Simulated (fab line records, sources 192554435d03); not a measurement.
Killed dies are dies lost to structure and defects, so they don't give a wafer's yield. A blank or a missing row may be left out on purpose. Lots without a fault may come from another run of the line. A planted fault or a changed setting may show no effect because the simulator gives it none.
fab line records | flow n5_finfet
record lots=24 wafers=72 last_day=17
route steps=1938 shown MOL_CONTACT_COAG@546
lots that met no fault: from a run of the same line without faults
start_h: hours from the record's first day to the start of the lot's first wafer shown | wait_h: hours since the lot's step before | " the same as in the row above | L1.1+2: a row that stands for several wafers | - no value, or no start given | * or withheld: withheld | < > ~ a bound
route shown NAME@n: a module of which the file shows steps, and the number in the route of the first | usual: mean/standard deviation of fault-free wafers | same: alike in all rows | chamber/n: place in a boat | sites: the reading at each site | _std_site: their standard deviation | _edge_site: outer sites' mean less inner sites' | radius_mm: how far each site lies from the wafer's centre | mask NAME#n: copy n | behind: the tool/chamber that last shaped the wafer | hold: why the lot was held/for how many hours/how that ended | device: the transistor (n, p or np) that didn't switch | end of line: the same wafers' tests at the end of the route | a step without rows: its recipe alone | killed: dies lost to structure and defects at the first sort, not the wafer's yield | map: a wafer's dies, x killed, . not, _ none there
set.NAME: the setting as run; set.NAME@STEP: as run at that earlier step | model.NAME: the simulator's own value behind a step, which no gauge read
steps of the route over a sample of lots; a table a step, a row a wafer
services: from which hour (start_h, from the record's first day; less than 0 if before it) a tool's chamber was out of use, for how many hours, and why
## steps
# step N5_MOL_CONTACT_COAG_PRE_CLEAN_141
# recipe gas=H2/He time_s=60 temp_c=300
# usual heater_power_w=455/44
# columns lot.wafer tool chamber start_h wait_h heater_power_w
L074.4 pvd_sputter-02 - 94.94 0.1 474
L074.5 " - " " 495
L074.6 " - " " 441
L075.2 pvd_sputter-01 - 101.37 2.0 491
L075.3 " - " " 484
L075.4 " - " " 500
L076.1 pvd_sputter-01 - 106.64 1.5 493
L076.3 " - " " 512
L076.4 " - " " 476
L077.2 pvd_sputter-03 - 110.34 0.2 452
L077.4 " - " " 362
L077.5 " - " " 421
L078.1 pvd_sputter-02 - 119.15 0.9 454
L078.2 " - " " 495
L078.4 " - " " 484
L079.2 pvd_sputter-01 - 122.20 1.5 486
L079.3 " - " " 504
L079.5 " - " " 495
L080.1 pvd_sputter-03 - 132.19 0.3 361
L080.5 " - " " 354
L080.6 " - " " 414
L081.2 pvd_sputter-03 - 136.54 1.3 475
L081.3 " - " " 460
L081.5 " - " " 454
L082.1 pvd_sputter-02 - 144.28 1.6 503
L082.4 " - " " 468
L082.6 " - " " 445
L083.1 pvd_sputter-01 - 152.22 0.2 390
L083.2 " - " " 503
L083.5 " - " " 387
L084.1 pvd_sputter-03 - 157.24 1.7 449
L084.2 " - " " 495
L084.4 " - " " 428
L085.2 pvd_sputter-02 - 162.94 0.9 479
L085.5 " - " " 504
L085.6 " - " " 480
L086.1 pvd_sputter-02 - 169.21 0.9 451
L086.3 " - " " 498
L086.4 " - " " 471
L087.3 pvd_sputter-01 - 171.17 1.7 392
L087.4 " - " " 490
L087.6 " - " " 490
L088.3 pvd_sputter-01 - 177.61 0.2 478
L088.5 " - " " 468
L088.6 " - " " 512
L089.4 pvd_sputter-01 - 186.23 0.9 386
L089.5 " - " " 477
L089.6 " - " " 401
L090.3 pvd_sputter-03 - 188.82 0.6 417
L090.5 " - " " 428
L090.6 " - " " 500
L091.1 pvd_sputter-02 - 195.31 0.2 491
L091.4 " - " " 457
L091.5 " - " " 466
L092.1 pvd_sputter-01 - 202.25 1.8 391
L092.3 " - " " 474
L092.6 " - " " 497
L093.2 pvd_sputter-03 - 209.95 1.8 476
L093.4 " - " " 419
L093.6 " - " " 353
L094.1 pvd_sputter-01 - 211.58 1.4 496
L094.2 " - " " 492
L094.6 " - " " 387
L095.1 pvd_sputter-02 - 217.37 0.8 466
L095.5 " - " " 456
L095.6 " - " " 492
L096.1 pvd_sputter-01 - 224.95 2.5 497
L096.2 " - " " 480
L096.6 " - " " 396
L097.1 pvd_sputter-03 - 228.22 0.2 357
L097.3 " - " " 480
L097.5 " - " " 454
# step N5_MOL_CONTACT_COAG_CD_MEAS_84
# recipe target_cd_nm=25.1 landing_energy_ev=500 detector=se_inlens polarity=opening
# usual cd_nm=24.96/0.25
# columns lot.wafer tool chamber start_h wait_h cd_nm
L074.4 cd_sem-02 0 102.27 - 24.40
L074.5 " 0 " " 25.02
L074.6 " 0 " " 25.43
L075.2 cd_sem-03 0 110.18 - 24.93
L075.3 " 0 " " 24.61
L075.4 " 0 " " 25.21
L076.1 cd_sem-01 0 115.61 - 25.24
L076.3 " 0 " " 25.37
L076.4 " 0 " " 24.95
L077.2 cd_sem-03 0 117.08 - 25.14
L077.4 " 0 " " 24.81
L077.5 " 0 " " 24.85
L078.1 cd_sem-03 0 127.69 - 25.16
L078.2 " 0 " " 24.86
L078.4 " 0 " " 24.91
L079.2 cd_sem-02 0 128.98 - 24.76
L079.3 " 0 " " 24.84
L079.5 " 0 " " 24.42
L080.1 cd_sem-03 0 139.16 - 25.19
L080.5 " 0 " " 24.55
L080.6 " 0 " " 25.02
L081.2 cd_sem-03 0 143.29 - 24.76
L081.3 " 0 " " 24.80
L081.5 " 0 " " 24.97
L082.1 cd_sem-01 0 152.08 - 25.44
L082.4 " 0 " " 25.38
L082.6 " 0 " " 25.55
L083.1 cd_sem-03 0 158.54 - 24.94
L083.2 " 0 " " 24.96
L083.5 " 0 " " 24.43
L084.1 cd_sem-03 0 165.59 - 24.68
L084.2 " 0 " " 25.40
L084.4 " 0 " " 24.83
L085.2 cd_sem-03 0 169.16 - 24.64
L085.5 " 0 " " 24.73
L085.6 " 0 " " 24.89
L086.1 cd_sem-02 0 175.86 - 24.79
L086.3 " 0 " " 25.10
L086.4 " 0 " " 24.68
L087.3 cd_sem-02 0 177.14 - 24.98
L087.4 " 0 " " 24.72
L087.6 " 0 " " 25.22
L088.3 cd_sem-01 0 183.89 - 24.94
L088.5 " 0 " " 24.99
L088.6 " 0 " " 24.67
L089.4 cd_sem-01 0 192.85 - 25.19
L089.5 " 0 " " 25.01
L089.6 " 0 " " 24.82
L090.3 cd_sem-03 0 195.86 - 24.43
L090.5 " 0 " " 25.08
L090.6 " 0 " " 24.72
L091.1 cd_sem-02 0 203.38 - 24.78
L091.4 " 0 " " 25.03
L091.5 " 0 " " 25.13
L092.1 cd_sem-02 0 208.69 - 24.96
L092.3 " 0 " " 25.07
L092.6 " 0 " " 25.51
L093.2 cd_sem-01 0 216.37 - 24.80
L093.4 " 0 " " 25.16
L093.6 " 0 " " 25.08
L094.1 cd_sem-01 0 217.38 - 25.05
L094.2 " 0 " " 24.68
L094.6 " 0 " " 25.31
L095.1 cd_sem-03 0 223.21 - 24.52
L095.5 " 0 " " 25.02
L095.6 " 0 " " 24.99
L096.1 cd_sem-01 0 230.74 - 25.20
L096.2 " 0 " " 25.19
L096.6 " 0 " " 25.09
L097.1 cd_sem-01 0 235.35 - 25.09
L097.3 " 0 " " 24.98
L097.5 " 0 " " 24.92
# step N5_MOL_CONTACT_COAG_DESCUM_45
# recipe chemistry=O2 time_s=7 source_power_w=50 bias_power_w=20 pressure_mtorr=20 rf_frequency_hz=2.712e+07 temp_c=40 resist=CAR-EUV o2_flow_sccm=225
# usual drypump_motor_current_A=5.6/0.5 oes_product_au=0.82/0.072 rf_vpp_V=243.4/1.5 showerhead_plenum_p_Torr=2.12/0.093 throttle_valve_pct=20.42/0.14
# columns lot.wafer tool chamber start_h wait_h drypump_motor_current_A oes_product_au rf_hours_counter_h rf_vpp_V showerhead_plenum_p_Torr throttle_valve_pct
L074.4 rie_diel-06 1 103.74 0.0 6.7 0.81 91 242.9 2.02 20.46
L074.5 " 0 " " 5.3 0.94 - 243.2 2.25 20.49
L074.6 " 1 " " 6.7 0.81 - 242.9 2.02 20.44
L075.2 rie_diel-01 0 113.50 0.3 6.1 0.73 198 241.5 1.98 20.57
L075.3 " 1 " " 5.3 0.72 188 241.7 2.08 20.48
L075.4 " 2 " " 6.4 0.73 232 242.6 2.05 20.39
L076.1 rie_diel-02 2 117.53 0.2 5.7 0.83 57 245.1 2.24 20.42
L076.3 " 1 " " 5.6 0.87 39 243.2 2.13 20.18
L076.4 " 3 " " 4.7 0.87 48 243.5 2.03 20.44
L077.2 rie_diel-01 3 119.57 0.8 5.7 0.88 13 242.2 2.05 20.34
L077.4 " 2 " " 6.4 0.71 235 242.6 2.05 20.40
L077.5 " 2 " " 6.3 0.71 - 243.1 2.05 20.39
L078.1 rie_diel-01 2 131.38 1.0 6.4 0.72 241 241.9 2.04 20.42
L078.2 " 0 " " 6.1 0.72 207 241.4 1.98 20.57
L078.4 " 3 " " 5.7 0.89 18 240.8 2.05 20.34
L079.2 rie_diel-01 1 132.73 0.8 5.3 0.71 198 242.9 2.08 20.50
L079.3 " 3 " " 5.7 0.87 19 241.5 2.05 20.36
L079.5 " 2 " " 6.3 0.72 - 241.2 2.04 20.41
L080.1 rie_diel-02 1 140.93 0.0 5.5 0.85 50 243.1 2.13 20.18
L080.5 " 0 " " 5.9 0.86 - 244.5 2.12 20.01
L080.6 " 1 " " 5.6 0.85 - 243.6 2.13 20.20
L081.2 rie_diel-02 3 146.04 0.0 4.8 0.85 61 242.8 2.03 20.47
L081.3 " 2 " " 5.7 0.82 70 244.4 2.23 20.45
L081.5 " 3 " " 4.7 0.85 - 242.6 2.03 20.48
L082.1 rie_diel-06 3 154.39 0.3 5.2 0.87 43 245.6 2.20 20.27
L082.4 " 2 " " 5.4 0.89 26 243.9 2.23 20.48
L082.6 " 0 " " 5.3 0.91 - 245.8 2.25 20.53
L083.1 rie_diel-06 3 160.06 0.1 5.2 0.88 46 245.4 2.20 20.30
L083.2 " 0 " " 5.3 0.90 13 245.0 2.25 20.50
L083.5 " 3 " " 5.1 0.87 - 244.7 2.20 20.29
L084.1 rie_diel-01 3 167.10 0.0 5.7 0.85 34 242.5 2.04 20.38
L084.2 " 1 " " 5.3 0.70 212 243.1 2.07 20.51
L084.4 " 1 " " 5.3 0.69 - 242.9 2.07 20.51
L085.2 rie_diel-06 2 170.65 0.0 5.4 0.89 31 245.5 2.23 20.49
L085.5 " 0 " " 5.3 0.89 - 245.0 2.25 20.53
L085.6 " 3 " " 5.1 0.87 - 245.2 2.20 20.31
L086.1 rie_diel-01 0 177.43 0.0 6.1 0.70 229 242.2 1.97 20.61
L086.3 " 3 " " 5.7 0.84 40 240.7 2.04 20.39
L086.4 " 3 " " 5.7 0.83 - 241.9 2.04 20.41
L087.3 rie_diel-02 3 178.63 0.0 4.8 0.85 74 241.9 2.03 20.50
L087.4 " 1 " " 5.6 0.83 63 243.3 2.13 20.21
L087.6 " 3 " " 4.7 0.84 - 242.0 2.03 20.50
L088.3 rie_diel-02 2 185.51 0.1 5.7 0.81 84 245.5 2.23 20.46
L088.5 " 0 " " 5.8 0.85 - 243.5 2.12 20.03
L088.6 " 1 " " 5.6 0.83 - 244.1 2.12 20.22
L089.4 rie_diel-01 1 195.02 0.8 5.3 0.68 225 242.2 2.07 20.55
L089.5 " 2 " " 6.4 0.94 - 242.4 2.04 20.14
L089.6 " 1 " " 5.3 0.69 - 242.9 2.07 20.55
L090.3 rie_diel-06 3 197.62 0.0 5.1 0.85 60 245.5 2.19 20.31
L090.5 " 2 " " 5.4 0.88 - 244.0 2.22 20.49
L090.6 " 3 " " 5.1 0.86 - 246.3 2.19 20.33
L091.1 rie_diel-06 3 204.89 0.0 5.1 0.85 61 245.6 2.19 20.33
L091.4 " 1 " " 6.6 0.79 118 242.2 2.01 20.48
L091.5 " 1 " " 6.6 0.79 - 241.0 2.01 20.49
L092.1 rie_diel-06 0 210.35 0.3 5.3 0.86 30 244.3 2.24 20.55
L092.3 " 1 " " 6.7 0.79 119 242.0 2.01 20.50
L092.6 " 3 " " 5.2 0.85 - 245.9 2.19 20.33
L093.2 rie_diel-06 1 218.10 0.2 6.7 0.78 122 243.8 2.01 20.49
L093.4 " 0 " " 5.3 0.86 32 244.9 2.24 20.56
L093.6 " 3 " " 5.1 0.84 - 245.7 2.19 20.33
L094.1 rie_diel-06 1 218.91 0.0 6.7 0.78 122 242.6 2.01 20.48
L094.2 " 2 " " 5.4 0.86 48 245.3 2.22 20.52
L094.6 " 0 " " 5.3 0.86 - 244.7 2.24 20.56
L095.1 rie_diel-01 0 225.32 0.2 6.1 0.70 246 241.4 1.97 20.63
L095.5 " 1 " " 5.3 0.68 - 241.9 2.07 20.54
L095.6 " 0 " " 6.1 0.71 - 242.2 1.97 20.63
L096.1 rie_diel-06 1 232.45 0.3 6.6 0.78 127 241.8 2.01 20.50
L096.2 " 2 " " 5.4 0.85 53 244.7 2.22 20.52
L096.6 " 3 " " 5.2 0.84 - 245.7 2.19 20.33
L097.1 rie_diel-01 1 236.72 0.0 5.3 0.67 238 242.1 2.06 20.57
L097.3 " 3 " " 5.7 0.80 60 242.1 2.03 20.42
L097.5 " 3 " " 5.7 0.80 - 241.9 2.03 20.42
# step N5_MOL_CONTACT_COAG_ALD_133
# recipe material=SiO2 target_thk_a=50 temp_c=100 ald_precursor_family=BDEAS ald_co_reactant=O2-plasma pulse_time_s=1 co_reactant_pulse_time_s=1 purge_time_s=2 co_reactant_purge_time_s=2 ald_cycles=35 pressure_torr=2
# usual heater_power_w=77/7.2 precursor_pulse_height_rel=0.999/0.02
# same co_reactant_pulse_time_s=1
# columns lot.wafer tool chamber start_h wait_h heater_power_w precursor_pulse_height_rel
L074.4 ald_sin-03 2 103.87 0.1 75 0.952
L074.5 " 2 " " 72 0.992
L074.6 " 1 " " 64 1.008
L075.2 ald_sin-02 1 113.63 0.1 81 0.990
L075.3 " 2 " " 78 1.015
L075.4 " 3 " " 68 0.974
L076.1 ald_sin-03 0 117.67 0.1 84 1.005
L076.3 " 2 " " 75 1.032
L076.4 " 1 " " 65 0.982
L077.2 ald_sin-03 1 119.70 0.1 64 0.999
L077.4 " 2 " " 73 1.006
L077.5 " 1 " " 64 1.027
L078.1 ald_sin-03 1 131.52 0.1 63 0.993
L078.2 " 0 " " 85 0.981
L078.4 " 3 " " 78 1.025
L079.2 ald_sin-03 0 132.87 0.1 84 0.983
L079.3 " 3 " " 79 1.018
L079.5 " 1 " " 63 0.987
L080.1 ald_sin-03 0 141.07 0.1 87 1.000
L080.5 " 0 " " 85 0.999
L080.6 " 1 " " 64 0.993
L081.2 ald_sin-03 1 146.18 0.1 65 1.010
L081.3 " 3 " " 79 0.980
L081.5 " 0 " " 84 0.968
L082.1 ald_sin-03 1 154.64 0.2 64 1.030
L082.4 " 2 " " 74 0.990
L082.6 " 3 " " 76 0.982
L083.1 ald_sin-01 2 160.20 0.1 85 1.017
L083.2 " 3 " " 86 0.961
L083.5 " 3 " " 86 0.998
L084.1 ald_sin-01 1 167.37 0.2 75 0.987
L084.2 " 3 " " 86 0.964
L084.4 " 2 " " 87 0.990
L085.2 ald_sin-01 1 170.79 0.1 78 0.963
L085.5 " 1 " " 77 0.999
L085.6 " 2 " " 88 0.994
L086.1 ald_sin-03 0 177.57 0.1 82 1.026
L086.3 " 2 " " 74 1.015
L086.4 " 3 " " 78 1.005
L087.3 ald_sin-03 2 178.80 0.1 75 1.008
L087.4 " 3 " " 79 1.018
L087.6 " 1 " " 64 1.000
L088.3 ald_sin-01 3 185.64 0.1 86 1.012
L088.5 " 1 " " 77 1.000
L088.6 " 2 " " 86 1.007
L089.4 ald_sin-02 0 195.16 0.1 75 0.977
L089.5 " 2 " " 79 1.031
L089.6 " 1 " " 81 1.020
L090.3 ald_sin-01 2 197.76 0.1 84 0.984
L090.5 " 1 " " 76 0.972
L090.6 " 2 " " 87 1.014
L091.1 ald_sin-03 1 205.07 0.1 63 0.960
L091.4 " 0 " " 84 1.017
L091.5 " 1 " " 66 0.981
L092.1 ald_sin-01 1 210.49 0.1 76 0.998
L092.3 " 0 " " 79 0.986
L092.6 " 0 " " 80 0.983
L093.2 ald_sin-03 3 218.23 0.1 78 1.008
L093.4 " 2 " " 73 1.002
L093.6 " 2 " " 74 0.993
L094.1 ald_sin-02 2 219.57 0.6 78 1.019
L094.2 " 3 " " 68 0.962
L094.6 " 3 " " 67 1.010
L095.1 ald_sin-03 2 225.45 0.1 74 0.947
L095.5 " 0 " " 82 1.012
L095.6 " 1 " " 64 1.005
L096.1 ald_sin-02 2 232.58 0.1 81 0.988
L096.2 " 0 " " 75 0.991
L096.6 " 2 " " 78 1.014
L097.1 ald_sin-02 0 237.27 0.5 72 1.006
L097.3 " 1 " " 79 0.994
L097.5 " 2 " " 78 1.003
# step N5_MOL_CONTACT_COAG_STRIP_49
# recipe chemistry=N2/H2 time_s=30 power_w=1000 temp_c=250 pressure_mtorr=withheld n2_flow_sccm=1750 h2_flow_sccm=3250
# usual drypump_motor_current_A=5.6/0.51 heater_power_w=306/11 n2_flow_sccm=1750/5
# columns lot.wafer tool chamber start_h wait_h drypump_motor_current_A heater_power_w n2_flow_sccm rf_hours_counter_h
L074.4 plasma_asher-02 0 104.48 - 6.3 301 1740 -
L074.5 " 0 " " 6.4 298 1742 -
L074.6 " 1 " " 5.4 293 1751 -
L075.2 plasma_asher-02 1 114.26 - 5.5 291 1747 95
L075.3 " 0 " " 6.4 305 1744 -
L075.4 " 1 " " 5.5 293 1744 -
L076.1 plasma_asher-01 1 118.24 - 5.6 311 1749 47
L076.3 " 1 " " 5.6 301 1751 -
L076.4 " 0 " " 5.0 327 1745 -
L077.2 plasma_asher-01 0 120.35 - 5.0 325 1754 48
L077.4 " 0 " " 5.0 322 1752 -
L077.5 " 0 " " 5.0 315 1753 -
L078.1 plasma_asher-01 1 132.17 - 5.5 312 1744 50
L078.2 " 0 " " 5.0 318 1758 50
L078.4 " 1 " " 5.5 305 1749 -
L079.2 plasma_asher-02 0 133.47 - 6.4 297 1759 98
L079.3 " 0 " " 6.4 304 1747 -
L079.5 " 0 " " 6.4 300 1749 -
L080.1 plasma_asher-02 1 141.61 - 5.5 295 1757 99
L080.5 " 1 " " 5.5 294 1761 -
L080.6 " 0 " " 6.4 309 1753 -
L081.2 plasma_asher-02 1 146.72 - 5.4 295 1747 100
L081.3 " 1 " " 5.5 296 1755 -
L081.5 " 0 " " 6.4 298 1760 -
L082.1 plasma_asher-01 1 155.32 - 5.6 306 1746 54
L082.4 " 1 " " 5.6 311 1748 -
L082.6 " 0 " " 5.0 319 1745 -
L083.1 plasma_asher-01 0 160.74 - 5.0 324 1750 56
L083.2 " 1 " " 5.5 297 1744 56
L083.5 " 0 " " 4.9 327 1759 -
L084.1 plasma_asher-02 1 167.91 - 5.5 292 1750 106
L084.2 " 0 " " 6.4 312 1758 106
L084.4 " 0 " " 6.4 306 1750 -
L085.2 plasma_asher-02 1 171.33 - 5.5 291 1751 106
L085.5 " 0 " " 6.4 301 1753 -
L085.6 " 1 " " 5.5 299 1749 -
L086.1 plasma_asher-02 1 178.11 - 5.5 295 1748 108
L086.3 " 0 " " 6.4 297 1750 -
L086.4 " 1 " " 5.5 292 1749 -
L087.3 plasma_asher-02 0 179.36 - 6.4 303 1741 -
L087.4 " 1 " " 5.5 300 1749 -
L087.6 " 1 " " 5.4 295 1752 -
L088.3 plasma_asher-02 1 186.23 - 5.5 290 1751 -
L088.5 " 0 " " 6.4 298 1746 -
L088.6 " 1 " " 5.5 296 1752 -
L089.4 plasma_asher-01 1 195.79 - 5.5 307 1755 -
L089.5 " 1 " " 5.5 310 1754 -
L089.6 " 0 " " 5.0 327 1757 -
L090.3 plasma_asher-01 0 198.32 - 4.9 324 1747 -
L090.5 " 0 " " 4.9 318 1747 -
L090.6 " 1 " " 5.6 307 1749 -
L091.1 plasma_asher-01 1 205.61 - 5.5 306 1740 64
L091.4 " 1 " " 5.6 305 1750 -
L091.5 " 1 " " 5.5 296 1751 -
L092.1 plasma_asher-01 1 211.37 - 5.5 305 1755 65
L092.3 " 1 " " 5.5 302 1750 -
L092.6 " 0 " " 5.0 326 1752 -
L093.2 plasma_asher-01 1 218.77 - 5.6 303 1755 66
L093.4 " 0 " " 5.0 320 1748 -
L093.6 " 0 " " 5.0 323 1748 -
L094.1 plasma_asher-02 0 220.20 - 6.4 302 1747 118
L094.2 " 1 " " 5.5 290 1740 118
L094.6 " 0 " " 6.3 301 1747 -
L095.1 plasma_asher-02 0 226.01 - 6.4 300 1749 119
L095.5 " 0 " " 6.4 295 1748 -
L095.6 " 1 " " 5.4 287 1742 -
L096.1 plasma_asher-01 1 233.12 - 5.6 303 1740 69
L096.2 " 0 " " 5.0 317 1755 69
L096.6 " 1 " " 5.6 299 1744 -
L097.1 plasma_asher-02 0 237.81 - 6.4 301 1744 121
L097.3 " 0 " " 6.4 305 1748 -
L097.5 " 1 " " 5.5 288 1751 -
# step N5_MOL_CONTACT_COAG_CMP_52
# recipe stop_on=SiO2 t_overpolish_s=1.5 post_cmp_clean=w_dilute_nh4oh down_force_psi=4 platen_rpm=50.289 pad_velocity_m_s=1.0006 target_thk_nm=66.5
# usual edge_zone_pressure_frac=1.000/0.0046 motor_current_A=12.0/1.6 overpolish_run_s=1.499/0.0099 slurry_flow_ml_min=149.9/0.5 time_to_endpoint_s=12.6/2.4
# columns lot.wafer tool chamber start_h wait_h edge_zone_pressure_frac motor_current_A overpolish_run_s slurry_flow_ml_min time_to_endpoint_s
L074.4 cmp-02 2 105.05 0.0 1.002 13.2 1.508 150.1 11.2
L074.5 " 2 " " 1.001 13.4 1.504 149.9 12.6
L074.6 " 3 " " 0.992 10.6 1.504 149.0 14.2
L075.3 cmp-02 3 114.90 0.1 0.998 10.7 1.497 150.5 11.0
L075.4 " 0 " " 0.994 11.5 1.501 150.3 17.6
L075.2 " 1 " " 0.997 10.6 1.493 148.8 12.1
L076.1 cmp-01 2 118.88 0.1 1.002 16.7 1.485 149.7 13.2
L076.4 " 3 " " 1.007 11.0 1.499 149.8 14.8
L076.3 " 0 " " 1.004 12.3 1.507 149.8 17.7
L077.2 cmp-01 1 120.95 0.0 1.004 11.6 1.523 150.4 9.8
L077.4 " 0 " " 1.011 11.8 1.492 149.6 14.9
L077.5 " 1 " " 1.002 11.9 1.506 149.8 7.6
L078.4 cmp-02 1 132.89 0.1 0.995 10.7 1.498 150.0 13.4
L078.2 " 2 " " 1.001 13.2 1.488 150.4 10.1
L078.1 " 3 " " 1.001 10.6 1.507 149.9 12.8
L079.2 cmp-01 0 134.11 0.1 1.006 12.8 1.497 149.7 16.5
L079.3 " 1 " " 1.005 11.1 1.514 150.2 14.9
L079.5 " 3 " " 1.005 11.0 1.495 150.0 16.4
L080.1 cmp-02 2 142.23 0.0 0.995 13.4 1.485 149.4 10.2
L080.5 " 2 " " 1.002 13.6 1.495 149.9 10.9
L080.6 " 3 " " 0.998 10.7 1.498 149.8 11.4
L081.2 cmp-01 1 147.35 0.1 0.990 11.0 1.505 150.1 10.8
L081.3 " 2 " " 0.998 16.5 1.508 149.7 15.0
L081.5 " 0 " " 1.003 12.4 1.492 148.8 17.2
L082.4 cmp-04 2 156.13 0.1 1.000 12.5 1.482 149.0 12.7
L082.1 " 3 " " 1.003 10.6 1.502 149.5 16.7
L082.6 " 1 " " 1.003 13.2 1.493 150.3 15.2
L083.1 cmp-02 0 161.37 0.0 1.000 11.5 1.496 149.4 13.2
L083.2 " 2 " " 0.996 13.9 1.495 150.0 8.3
L083.5 " 1 " " 1.004 11.0 1.513 150.3 9.8
L084.1 cmp-01 0 168.55 0.1 0.995 11.7 1.492 149.6 14.5
L084.2 " 1 " " 1.003 11.3 1.519 150.4 11.4
L084.4 " 2 " " 1.005 16.8 1.516 150.2 11.4
L085.2 cmp-04 2 171.97 0.1 1.005 12.5 1.506 150.3 13.3
L085.6 " 1 " " 0.999 11.8 1.504 150.4 16.1
L085.5 " 2 " " 1.006 12.3 1.509 150.2 13.8
L086.3 cmp-01 1 178.70 0.0 1.011 11.3 1.493 149.3 8.4
L086.4 " 3 " " 0.992 10.3 1.491 149.8 12.6
L086.1 " 0 " " 0.995 11.9 1.493 150.7 16.4
L087.4 cmp-02 3 179.98 0.1 1.006 11.1 1.495 150.1 10.5
L087.3 " 1 " " 1.003 11.4 1.513 149.4 10.6
L087.6 " 3 " " 1.007 11.0 1.513 150.1 12.8
L088.3 cmp-02 0 186.88 0.1 0.996 11.7 1.492 150.2 13.7
L088.6 " 2 " " 0.994 13.2 1.497 150.1 8.9
L088.5 " 3 " " 0.998 10.5 1.500 150.3 10.8
L089.4 cmp-04 3 196.45 0.1 1.004 10.6 1.515 149.9 14.6
L089.5 " 1 " " 0.993 12.7 1.503 150.8 16.4
L089.6 " 2 " " 1.004 12.7 1.495 150.1 13.7
L090.3 cmp-04 1 199.03 0.2 0.997 12.7 1.498 149.8 11.9
L090.5 " 3 " " 1.001 9.8 1.501 150.3 15.3
L090.6 " 0 " " 0.996 11.1 1.497 149.5 11.4
L091.4 cmp-04 0 206.21 0.0 1.004 11.6 1.485 149.9 11.8
L091.1 " 2 " " 0.998 11.6 1.507 150.0 14.2
L091.5 " 0 " " 1.001 12.0 1.513 150.4 10.7
L092.1 cmp-02 0 211.96 0.0 0.998 11.5 1.495 150.2 15.4
L092.3 " 2 " " 0.996 13.8 1.497 150.2 13.0
L092.6 " 1 " " 1.006 11.1 1.478 150.6 11.6
L093.4 cmp-02 2 219.40 0.0 1.002 13.3 1.504 149.6 11.1
L093.2 " 0 " " 1.003 11.9 1.501 150.0 12.6
L093.6 " 2 " " 1.005 14.1 1.512 149.9 9.1
L094.1 cmp-04 2 220.91 0.1 1.000 11.9 1.515 149.9 11.0
L094.2 " 3 " " 0.996 10.7 1.498 149.5 12.9
L094.6 " 0 " " 0.998 11.2 1.509 149.8 8.3
L095.1 cmp-01 0 226.64 0.1 1.001 11.7 1.496 149.5 15.5
L095.5 " 3 " " 0.999 11.0 1.483 150.3 12.3
L095.6 " 0 " " 1.001 11.8 1.483 149.3 13.5
L096.1 cmp-04 1 233.79 0.1 1.005 12.1 1.502 149.7 12.9
L096.2 " 2 " " 0.997 12.7 1.502 150.3 13.6
L096.6 " 0 " " 0.998 11.6 1.508 149.3 6.6
L097.3 cmp-02 0 238.45 0.1 1.002 10.8 1.507 149.1 15.1
L097.1 " 2 " " 1.002 13.6 1.505 148.9 9.8
L097.5 " 3 " " 1.001 10.3 1.521 149.6 10.5
## services
# columns tool chamber start_h hours kind
rie_diel-06 0 75.26 - clean
rie_diel-06 2 83.58 4.7 repair
ald_sin-01 - 85.40 14.0 pm
rie_diel-02 2 92.12 3.4 repair
cmp-02 - 94.81 4.1 repair
rie_diel-06 - 104.51 28.1 pm
cmp-04 - 114.69 1.4 repair
cmp-04 - 122.01 12.8 pm
ald_sin-01 - 122.19 14.6 pm
plasma_asher-02 - 134.73 1.1 repair
cmp-04 - 136.94 7.0 pm
ald_sin-02 2 142.13 17.0 repair
rie_diel-02 0 145.20 4.2 repair
cmp-01 - 160.58 1.5 repair
cmp-04 - 164.11 1.0 repair
cmp-01 - 179.65 4.0 pm
cmp-04 - 182.35 0.4 repair
cmp-04 - 189.92 0.3 repair
cmp-02 - 196.25 2.8 repair
ald_sin-02 3 197.40 3.8 repair
cmp-01 - 202.18 2.4 repair
cmp-04 - 203.12 2.8 repair
rie_diel-06 3 219.51 1.4 repair
cmp-01 - 230.19 4.0 pm
## key
fault none
